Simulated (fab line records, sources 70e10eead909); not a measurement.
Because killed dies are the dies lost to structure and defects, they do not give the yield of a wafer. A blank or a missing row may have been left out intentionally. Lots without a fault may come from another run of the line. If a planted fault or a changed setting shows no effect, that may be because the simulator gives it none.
Chamber matching	flow nandHarc	rieDiel-12 running NHARC_P_ZERO_WELL_DESCUM_39: 4 sister chambers
The step chemistry O2, time 3 s. 14 wafers are shown with their chamber, then 7 later ones without.

WAFERS WITH THEIR CHAMBER
wafer	chamber	showerheadPlenumPTorr (Torr)	drypumpMotorCurrentA (A)	rfVppV (V)
L453.1	1	1.84	6.6	57.3
L453.2	0	1.99	6.3	59.0
L453.6	0	1.99	6.2	57.1
L460.1	1	1.83	6.6	56.7
L460.2	0	1.98	6.3	58.7
L460.6	2	1.84	5.5	55.4
L463.1	1	1.83	6.5	58.7
L463.3	3	1.79	5.9	57.9
L463.5	0	1.98	6.3	57.8
L465.1	3	1.79	5.9	57.2
L465.5	2	1.83	5.4	57.7
L465.6	1	1.82	6.6	58.3
L467.1	2	1.83	5.4	57.7
L467.3	0	1.98	6.3	59.1

SIGNATURES, as means of the wafers listed above
reading	chamber 0	chamber 1	chamber 2	chamber 3	scatter within a chamber
showerheadPlenumPTorr	1.9840	1.8300	1.8333	1.7900	0.00622
drypumpMotorCurrentA	6.280	6.575	5.433	5.900	0.0471
rfVppV	58.340	57.750	56.933	57.550	0.962
Rule: a wafer lies at a distance from a chamber equal to the root of the sum of squares, over the readings, of (its reading less the chamber's mean, divided by the reading's scatter). If the next closest chamber is less than 2 further off than the closest, the wafer can't be placed; otherwise it belongs to the closest. The scatter: the root of (the sum of the squares of (reading less its chamber's mean) over the shown wafers, divided by (wafers less chambers)).

WAFERS WITH NO CHAMBER GIVEN
wafer	showerheadPlenumPTorr (Torr)	drypumpMotorCurrentA (A)	rfVppV (V)
L467.6	1.79	5.8	55.7
L470.3	1.78	5.9	58.2
L470.5	1.97	6.3	56.6
L470.6	1.82	6.6	56.5
L471.1	1.82	6.6	56.0
L471.4	1.78	5.8	58.1
L471.5	1.82	6.6	57.8

WHICH CHAMBER EACH ONE RAN IN
wafer	from the rows above	in truth
L467.6	3	3
L470.3	3	3
L470.5	0	0
L470.6	1	1
L471.1	1	1
L471.4	3	3
L471.5	1	1
7 of 7 placed correctly. Number that these rows cannot place: 0. Wrongly placed: 0.
